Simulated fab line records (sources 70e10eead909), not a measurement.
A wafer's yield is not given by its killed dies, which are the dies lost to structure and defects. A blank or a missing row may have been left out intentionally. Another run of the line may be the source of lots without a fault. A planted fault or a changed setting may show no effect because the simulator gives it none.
Which tool did it? ; flow nand-harc ; 13 lots with 39 wafers sampled at 6 steps, on a route of 1302 steps

== WHAT THE GAUGES SHOWED, per wafer ==
NHARC_A_M1_CD_MEAS_09: target cd 120 nm.
lot;measured;on;cd-nm (nm)
L574;day 23 15:47;cd-sem-02;120.7 120.3 119.9
L573;day 23 17:52;cd-sem-02;120.5 120.3 119.6
L576;day 23 18:40;cd-sem-02;121.9 120.3 120.5
L575;day 23 22:05;cd-sem-02;119.6 120.1 120.4
L579;day 25 15:51;cd-sem-03;119.0 119.3 120.0
L578;day 25 18:01;cd-sem-03;120.1 119.9 121.4
L581;day 26 19:40;cd-sem-03;119.9 119.5 119.5
L583;day 26 23:21;cd-sem-01;120.1 120.6 120.1
L584;day 27 00:40;cd-sem-03;119.1 119.8 120.1
L585;day 27 14:39;cd-sem-03;120.4 120.5 120.8
L586;day 28 20:53;cd-sem-01;120.6 121.1 119.8
L587;day 28 21:33;cd-sem-02;120.9 120.7 120.3
L591;day 30 19:38;cd-sem-03;121.3 127.4 129.9

NHARC_END_SORT_01.
lot;measured;on;defect-limited-yield (%);killed-at-array;killed-at-other;killed-at-periphery;killed-dies;killed-open;killed-short
L574;day 25 13:26;prober-02;88 87 89;74 84 72;2 0 1;5 5 3;81 89 76;2 6 4;0 6 3
L573;day 25 04:53;prober-02;92 93 91;47 45 56;0 0 1;8 5 2;55 50 59;3 3 5;2 2 1
L576;day 25 04:05;prober-01;92 93 91;47 45 53;2 2 3;6 2 4;55 49 60;5 2 5;3 2 1
L575;day 25 12:43;prober-01;89 90 87;72 64 76;0 0 0;2 6 10;74 70 86;0 2 4;1 1 1
L579;day 27 04:31;prober-02;87 88 86;80 71 94;4 3 1;5 6 2;89 80 97;7 4 2;1 0 2
L578;day 27 06:32;prober-01;84 85 87;106 97 83;0 0 1;3 7 2;109 104 86;3 4 3;1 1 1
L581;day 28 05:53;prober-02;88 88 87;80 80 81;0 0 3;4 2 2;84 82 86;6 1 3;5 3 1
L583;day 28 14:26;prober-02;88 88 91;77 72 58;1 0 1;4 6 4;82 78 63;4 4 2;5 5 1
L584;day 28 15:21;prober-01;92 92 92;54 55 55;0 0 2;0 0 0;54 55 57;1 3 3;5 5 3
L585;day 29 04:04;prober-02;94 94 94;38 36 42;0 1 0;0 1 2;38 38 44;0 4 3;2 3 2
L586;day 30 11:14;prober-02;88 90 89;77 65 65;0 0 0;5 4 8;82 69 73;4 1 2;1 0 7
L587;day 30 10:26;prober-01;91 92 92;61 53 49;0 0 0;1 4 3;62 57 52;0 4 1;1 2 3
L591;day 32 04:36;prober-01;81 86 85;119 85 94;0 0 0;9 7 9;128 92 103;3 0 2;2 1 2

== WHAT TOOL EACH LOT RAN ON (gives the tool, then ch and the chambers of the sampled wafers, and finally the start) ==
lot;NHARC_A_M0_ANNEAL_30;NHARC_A_M0_PRE_CLEAN_31;NHARC_A_M0_DEP_32;NHARC_A_M1_EXPOSE_06
L574;rtp-anneal-01 ch 0, day 23 13:40;pecvd-03 ch 0,1,2, day 23 14:29;pecvd-03 ch 0,1,2, day 23 14:37;arfi-scanner-01 ch 0, day 23 15:39
L573;rtp-anneal-01 ch 0, day 23 15:48;pecvd-04 ch 0,1,2, day 23 16:38;pecvd-04 ch 0,1,2, day 23 16:43;arfi-scanner-01 ch 0, day 23 17:43
L576;rtp-anneal-02 ch 0, day 23 16:27;pecvd-03 ch 0,1,2, day 23 17:20;pecvd-03 ch 0,1,2, day 23 17:25;arfi-scanner-02 ch 0, day 23 18:31
L575;rtp-anneal-02 ch 0, day 23 19:53;pecvd-01 ch 0,1, day 23 20:44;pecvd-01 ch 0,1, day 23 20:49;arfi-scanner-01 ch 0, day 23 21:56
L579;rtp-anneal-02 ch 0, day 25 13:47;pecvd-01 ch 0,1, day 25 14:40;pecvd-01 ch 0,1, day 25 14:44;arfi-scanner-01 ch 0, day 25 15:43
L578;rtp-anneal-01 ch 0, day 25 15:51;pecvd-01 ch 0,2, day 25 16:41;pecvd-01 ch 0,2, day 25 16:46;arfi-scanner-02 ch 0, day 25 17:52
L581;rtp-anneal-01 ch 0, day 26 17:29;pecvd-04 ch 0,2, day 26 18:21;pecvd-04 ch 0,2, day 26 18:26;arfi-scanner-01 ch 0, day 26 19:32
L583;rtp-anneal-01 ch 0, day 26 21:11;pecvd-01 ch 0,1,2, day 26 22:03;pecvd-01 ch 0,1,2, day 26 22:11;arfi-scanner-01 ch 0, day 26 23:13
L584;rtp-anneal-01 ch 0, day 26 22:39;pecvd-03 ch 0,1,2, day 26 23:28;pecvd-03 ch 0,1,2, day 26 23:32;arfi-scanner-01 ch 0, day 27 00:32
L585;rtp-anneal-02 ch 0, day 27 12:31;pecvd-03 ch 0,2, day 27 13:20;pecvd-03 ch 0,2, day 27 13:25;arfi-scanner-02 ch 0, day 27 14:31
L586;rtp-anneal-01 ch 0, day 28 18:50;pecvd-04 ch 0,2, day 28 19:40;pecvd-04 ch 0,2, day 28 19:45;arfi-scanner-02 ch 0, day 28 20:44
L587;rtp-anneal-01 ch 0, day 28 19:25;pecvd-01 ch 0,1,2, day 28 20:18;pecvd-01 ch 0,1,2, day 28 20:23;arfi-scanner-02 ch 0, day 28 21:25
L591;rtp-anneal-02 ch 0, day 30 17:31;pecvd-01 ch 0,2, day 30 18:26;pecvd-01 ch 0,2, day 30 18:31;arfi-scanner-02 ch 0, day 30 19:30
- NHARC_A_M0_ANNEAL_30: time 90 s.
- NHARC_A_M0_PRE_CLEAN_31: time 12 s.
- NHARC_A_M0_DEP_32: deposits SiCN, target thk 30 nm.
- NHARC_A_M1_EXPOSE_06: exposes mask A M1, target cd 120 nm.

== AS READ BY THE TOOLS THEMSELVES (means over the sampled wafers that have a number; for cases with no such wafer, the mark the record gives instead) ==
NHARC_A_M0_ANNEAL_30.
lot;tool;wafer_temp_C_max
L574;rtp-anneal-01;226.5
L573;rtp-anneal-01;226.5
L576;rtp-anneal-02;226.7
L575;rtp-anneal-02;226.7
L579;rtp-anneal-02;226.7
L578;rtp-anneal-01;226.3
L581;rtp-anneal-01;226.2
L583;rtp-anneal-01;226.2
L584;rtp-anneal-01;226.3
L585;rtp-anneal-02;226.8
L586;rtp-anneal-01;226.5
L587;rtp-anneal-01;226.5
L591;rtp-anneal-02;226.2

NHARC_A_M0_PRE_CLEAN_31.
lot;tool;heater-power-w (W)
L574;pecvd-03;497
L573;pecvd-04;687
L576;pecvd-03;497
L575;pecvd-01;566
L579;pecvd-01;620
L578;pecvd-01;651
L581;pecvd-04;678
L583;pecvd-01;613
L584;pecvd-03;482
L585;pecvd-03;512
L586;pecvd-04;659
L587;pecvd-01;636
L591;pecvd-01;636

NHARC_A_M0_DEP_32.
lot;tool;heater-power-w (W)
L574;pecvd-03;464
L573;pecvd-04;618
L576;pecvd-03;457
L575;pecvd-01;584
L579;pecvd-01;517
L578;pecvd-01;642
L581;pecvd-04;640
L583;pecvd-01;577
L584;pecvd-03;477
L585;pecvd-03;456
L586;pecvd-04;637
L587;pecvd-01;592
L591;pecvd-01;547

NHARC_A_M1_EXPOSE_06.
lot;tool;exposure-dose-mJ-cm2
L574;arfi-scanner-01;75.15
L573;arfi-scanner-01;75.14
L576;arfi-scanner-02;75.15
L575;arfi-scanner-01;75.13
L579;arfi-scanner-01;75.10
L578;arfi-scanner-02;75.19
L581;arfi-scanner-01;75.07
L583;arfi-scanner-01;75.13
L584;arfi-scanner-01;75.16
L585;arfi-scanner-02;75.11
L586;arfi-scanner-02;75.15
L587;arfi-scanner-02;75.13
L591;arfi-scanner-02;72.51

== THE ANSWER, worked out from the rows above alone ==
Rule: usual is defined by the lots themselves. Put in order of their means at a reading, lots are off if they are a third of the lots or fewer, leave a main group of 4 or more, and stand apart from it by a gap of 3 or more times the standard deviation of the main group's means; of several such gaps the widest counts. A main group is skipped when, at the precision printed for the reading in the tables above, its means are all equal. Also off: a lot with no number at a reading for which 4 or more lots have one. All remaining lots with rows at the step are treated as sound. Order of review: gauges by route order, followed by the tools' own readings, for which a lot's mean as printed above is used. At the first step where some lot is off, the reading lying furthest off is the one used; lots without a number count as furthest.
Off, at NHARC_A_M1_CD_MEAS_09 on cd-nm: L591. The main group: mean 120.2 nm, standard deviation 0.43.
A tool fits if, at a process step before that reading, it ran every lot that is off, and no sound lot after the first of them. Not tried: the gauges at NHARC_A_M1_CD_MEAS_09; whatever is off there is also off at NHARC_A_M1_EXPOSE_06, on other tools, and gauge error can't account for it. Can't be told from this: 3 tools fit, rtp-anneal-02 at NHARC_A_M0_ANNEAL_30, pecvd-01 at NHARC_A_M0_PRE_CLEAN_31 and NHARC_A_M0_DEP_32, arfi-scanner-02 at NHARC_A_M1_EXPOSE_06.

== WHAT THE SIMULATOR HAD INSERTED ==
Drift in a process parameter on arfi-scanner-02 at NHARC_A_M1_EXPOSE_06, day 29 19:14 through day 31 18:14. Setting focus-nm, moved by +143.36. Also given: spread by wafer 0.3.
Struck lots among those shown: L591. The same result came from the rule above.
